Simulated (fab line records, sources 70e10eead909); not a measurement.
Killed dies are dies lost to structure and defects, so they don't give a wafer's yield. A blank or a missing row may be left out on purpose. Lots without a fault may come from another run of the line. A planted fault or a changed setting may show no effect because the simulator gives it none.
fab line records | flow nand_harc
record lots=14 wafers=42 last_day=33
route steps=1302 shown THIN_TSV@1271
lots that met no fault: from a run of the same line without faults
start_h: hours from the record's first day to the start of the lot's first wafer shown | wait_h: hours since the lot's step before | " the same as in the row above | L1.1+2: a row that stands for several wafers | - no value, or no start given | * or withheld: withheld | < > ~ a bound
route shown NAME@n: a module of which the file shows steps, and the number in the route of the first | usual: mean/standard deviation of fault-free wafers | same: alike in all rows | chamber/n: place in a boat | sites: the reading at each site | _std_site: their standard deviation | _edge_site: outer sites' mean less inner sites' | radius_mm: how far each site lies from the wafer's centre | mask NAME#n: copy n | behind: the tool/chamber that last shaped the wafer | hold: why the lot was held/for how many hours/how that ended | device: the transistor (n, p or np) that didn't switch | end of line: the same wafers' tests at the end of the route | a step without rows: its recipe alone | killed: dies lost to structure and defects at the first sort, not the wafer's yield | map: a wafer's dies, x killed, . not, _ none there
set.NAME: the setting as run; set.NAME@STEP: as run at that earlier step | model.NAME: the simulator's own value behind a step, which no gauge read
steps of the route over a sample of lots; a table a step, a row a wafer
services: from which hour (start_h, from the record's first day; less than 0 if before it) a tool's chamber was out of use, for how many hours, and why
## steps
# step NHARC_THIN_TSV_PRE_CLEAN_50
# recipe time_s=30 temp_c=280 gas=H2/He
# usual heater_power_w=388/37
# columns lot.wafer tool chamber start_h wait_h heater_power_w
L851.1 pvd_sputter-03 - - - 343
L851.2 " - " " 463
L851.5 " - " " 366
L852.2 pvd_sputter-01 - - - 379
L852.3 " - " " 360
L852.1 " - " " 376
L853.2 pvd_sputter-01 - - - 378
L853.1 " - " " 371
L853.5 " - " " 379
L855.1 pvd_sputter-02 - - - 443
L855.6 " - " " 394
L855.5 " - " " 364
L857.2 pvd_sputter-01 - - - 380
L857.3 " - " " 344
L857.6 " - " " 390
L862.4 pvd_sputter-03 - - - 346
L862.3 " - " " 352
L862.6 " - " " 338
L861.2 pvd_sputter-03 - - - 352
L861.4 " - " " 377
L861.6 " - " " 461
L867.3 pvd_sputter-03 - - - 341
L867.5 " - " " 366
L867.6 " - " " 372
L869.4 pvd_sputter-02 - - - 406
L869.1 " - " " 401
L869.6 " - " " 391
L868.1 pvd_sputter-03 - - - 369
L868.2 " - " " 347
L868.5 " - " " 370
L870.1 pvd_sputter-03 - - - 379
L870.2 " - " " 455
L870.5 " - " " 379
L872.4 pvd_sputter-03 - - - 345
L872.3 " - " " 380
L872.2 " - " " 453
L873.1 pvd_sputter-02 - - - 407
L873.3 " - " " 440
L873.6 " - " " 395
L871.1 pvd_sputter-03 - - - 374
L871.4 " - " " 360
L871.5 " - " " 373
# step NHARC_THIN_TSV_PVD_19
# recipe target_thk_a=200 chamber_pressure_pa=5 material=TaN
# usual chamber_pressure_pa=5.000/0.01 throttle_valve_pct=29.4/0.84
# columns lot.wafer tool chamber start_h wait_h chamber_pressure_pa throttle_valve_pct
L851.1 pvd_sputter-03 - 556.81 - 5.000 29.2
L851.2 " - " " 5.010 29.7
L851.5 " - " " 5.000 28.9
L852.3 pvd_sputter-01 - 579.97 - 4.997 27.6
L852.1 " - " " 4.981 28.8
L852.2 " - " " 5.000 29.0
L853.1 pvd_sputter-01 - 607.19 - 4.998 29.2
L853.2 " - " " 5.018 29.2
L853.5 " - " " 4.987 28.8
L855.1 pvd_sputter-02 - 612.03 - 5.011 28.6
L855.5 " - " " 4.998 30.8
L855.6 " - " " 4.999 30.6
L857.2 pvd_sputter-01 - 613.35 - 5.005 28.9
L857.3 " - " " 5.004 28.7
L857.6 " - " " 5.009 28.2
L862.3 pvd_sputter-03 - 673.06 - - -
L862.4 " - " " - -
L862.6 " - " " - -
L861.2 pvd_sputter-03 - 673.27 - - -
L861.4 " - " " - -
L861.6 " - " " - -
L867.3 pvd_sputter-03 - 701.53 - 4.995 29.9
L867.6 " - " " 5.013 28.8
L867.5 " - " " 5.002 29.8
L869.4 pvd_sputter-02 - 737.82 - 4.994 30.9
L869.1 " - " " 5.001 32.4
L869.6 " - " " 4.982 31.0
L868.1 pvd_sputter-03 - 750.27 - 5.000 29.4
L868.2 " - " " 5.002 30.1
L868.5 " - " " 4.992 29.2
L870.1 pvd_sputter-03 - 759.20 - 5.011 29.0
L870.2 " - " " 4.989 29.2
L870.5 " - " " 5.018 28.5
L872.2 pvd_sputter-03 - 766.39 - 5.012 30.1
L872.4 " - " " 4.992 30.6
L872.3 " - " " 4.998 28.9
L873.3 pvd_sputter-02 - 766.52 - 5.005 31.2
L873.1 " - " " 4.980 32.2
L873.6 " - " " 5.008 28.7
L871.1 pvd_sputter-03 - 768.06 - 5.004 30.2
L871.4 " - " " 4.999 28.8
L871.5 " - " " 4.990 28.8
# step NHARC_THIN_TSV_PVD_51
# recipe target_thk_a=1000 chamber_pressure_pa=5 material=Cu
# usual chamber_pressure_pa=4.998/0.011 throttle_valve_pct=29.4/0.85
# columns lot.wafer tool chamber start_h wait_h chamber_pressure_pa throttle_valve_pct
L851.1 pvd_sputter-03 - - - 4.985 29.2
L851.2 " - " " 5.009 28.8
L851.5 " - " " 4.995 29.9
L852.2 pvd_sputter-01 - - - 4.989 28.6
L852.1 " - " " 5.000 28.9
L852.3 " - " " 5.016 27.7
L853.1 pvd_sputter-01 - - - 5.013 27.9
L853.2 " - " " 4.996 29.3
L853.5 " - " " 5.021 27.8
L855.1 pvd_sputter-02 - - - 4.976 30.9
L855.6 " - " " 5.002 30.2
L855.5 " - " " 4.996 28.7
L857.3 pvd_sputter-01 - - - 5.006 29.0
L857.2 " - " " 5.001 28.0
L857.6 " - " " 4.994 28.0
L862.4 pvd_sputter-03 - - - 5.008 29.0
L862.3 " - " " 5.005 29.7
L862.6 " - " " 4.991 29.0
L861.2 pvd_sputter-03 - - - 4.991 29.9
L861.4 " - " " 4.979 29.3
L861.6 " - " " 4.990 29.0
L867.3 pvd_sputter-03 - - - 5.012 29.8
L867.5 " - " " 4.996 29.8
L867.6 " - " " 4.996 29.2
L869.4 pvd_sputter-02 - - - 4.993 30.9
L869.1 " - " " 4.991 29.1
L869.6 " - " " 5.004 32.1
L868.1 pvd_sputter-03 - - - 5.005 30.4
L868.2 " - " " 5.005 28.7
L868.5 " - " " 4.980 28.7
L870.2 pvd_sputter-03 - - - 5.001 30.2
L870.1 " - " " 4.988 28.9
L870.5 " - " " 5.004 30.0
L872.4 pvd_sputter-03 - - - 4.990 29.2
L872.3 " - " " 5.002 29.9
L872.2 " - " " 5.007 30.1
L873.1 pvd_sputter-02 - - - 4.998 31.2
L873.3 " - " " 4.994 29.1
L873.6 " - " " 4.991 29.4
L871.4 pvd_sputter-03 - - - 4.999 30.4
L871.1 " - " " 4.995 30.2
L871.5 " - " " 5.000 28.6
# step NHARC_THIN_TSV_ANNEAL_52
# recipe temp_c=225 time_s=90
# usual wafer_temp_C_max=226.15/0.29
# columns lot.wafer tool chamber start_h wait_h wafer_temp_C_max
L851.1 rtp_anneal-01 0 557.86 0.6 225.63
L851.2 " 0 " " 225.87
L851.5 " 0 " " 225.94
L852.1 rtp_anneal-02 0 581.00 0.6 225.99
L852.2 " 0 " " 226.12
L852.3 " 0 " " 226.72
L853.1 rtp_anneal-02 0 608.19 0.5 226.59
L853.2 " 0 " " 226.46
L853.5 " 0 " " 226.42
L855.1 rtp_anneal-01 0 613.02 0.6 226.05
L855.5 " 0 " " 226.20
L855.6 " 0 " " 225.81
L857.2 rtp_anneal-01 0 614.44 0.6 226.03
L857.3 " 0 " " 226.61
L857.6 " 0 " " 226.12
L862.3 rtp_anneal-02 0 674.19 0.5 226.05
L862.4 " 0 " " 226.31
L862.6 " 0 " " 226.58
L861.2 rtp_anneal-01 0 674.43 0.7 226.03
L861.4 " 0 " " 226.18
L861.6 " 0 " " 225.92
L867.3 rtp_anneal-01 0 702.66 0.4 226.16
L867.5 " 0 " " 226.24
L867.6 " 0 " " 226.17
L869.1 rtp_anneal-01 0 738.86 0.5 225.88
L869.4 " 0 " " 225.82
L869.6 " 0 " " 225.81
L868.1 rtp_anneal-01 0 751.33 0.6 225.88
L868.2 " 0 " " 225.84
L868.5 " 0 " " 225.81
L870.1 rtp_anneal-02 0 760.23 0.6 226.40
L870.2 " 0 " " 226.33
L870.5 " 0 " " 226.41
L872.2 rtp_anneal-01 0 767.47 0.7 225.87
L872.3 " 0 " " 225.77
L872.4 " 0 " " 226.97
L873.1 rtp_anneal-02 0 767.58 0.6 225.90
L873.3 " 0 " " 226.33
L873.6 " 0 " " 226.48
L871.1 rtp_anneal-01 0 769.10 0.6 226.76
L871.4 " 0 " " 226.16
L871.5 " 0 " " 226.07
## services
# columns tool chamber start_h hours kind
pvd_sputter-01 - 582.00 10.0 pm
pvd_sputter-02 - 603.37 4.7 repair
pvd_sputter-02 - 638.00 10.0 pm
pvd_sputter-02 - 648.99 3.2 repair
pvd_sputter-03 - 704.08 10.0 pm
rtp_anneal-02 - 744.22 12.0 pm
pvd_sputter-01 - 760.00 10.0 pm
## key
first_sign step=NHARC_THIN_TSV_PVD_19 reading=tool_record direction=missing
effect none on later readings
met_at NHARC_THIN_TSV_PVD_19
struck_lots L861,L862
later_rows_left_out L861.2,L861.4,L861.6,L862.3,L862.4,L862.6
sort_left_out L861.2,L861.4,L861.6,L862.3,L862.4,L862.6
not_acting_at NHARC_THIN_TSV_PRE_CLEAN_50,NHARC_THIN_TSV_PVD_51,NHARC_THIN_TSV_ANNEAL_52
onset_between 556.81 673.06
fault kind=skipped_step_whole tool=pvd_sputter-03 chamber=- onset_h=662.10 steps=NHARC_THIN_TSV_PVD_19 scope=struck_lots_only
# sort_left_out: the simulated sort isn't trusted on such a fault, so these wafers' sort isn't shown, and their yield isn't known
# later_rows_left_out: the simulator's readings of these wafers behind a module that went badly wrong aren't trusted and aren't shown, but for the sort
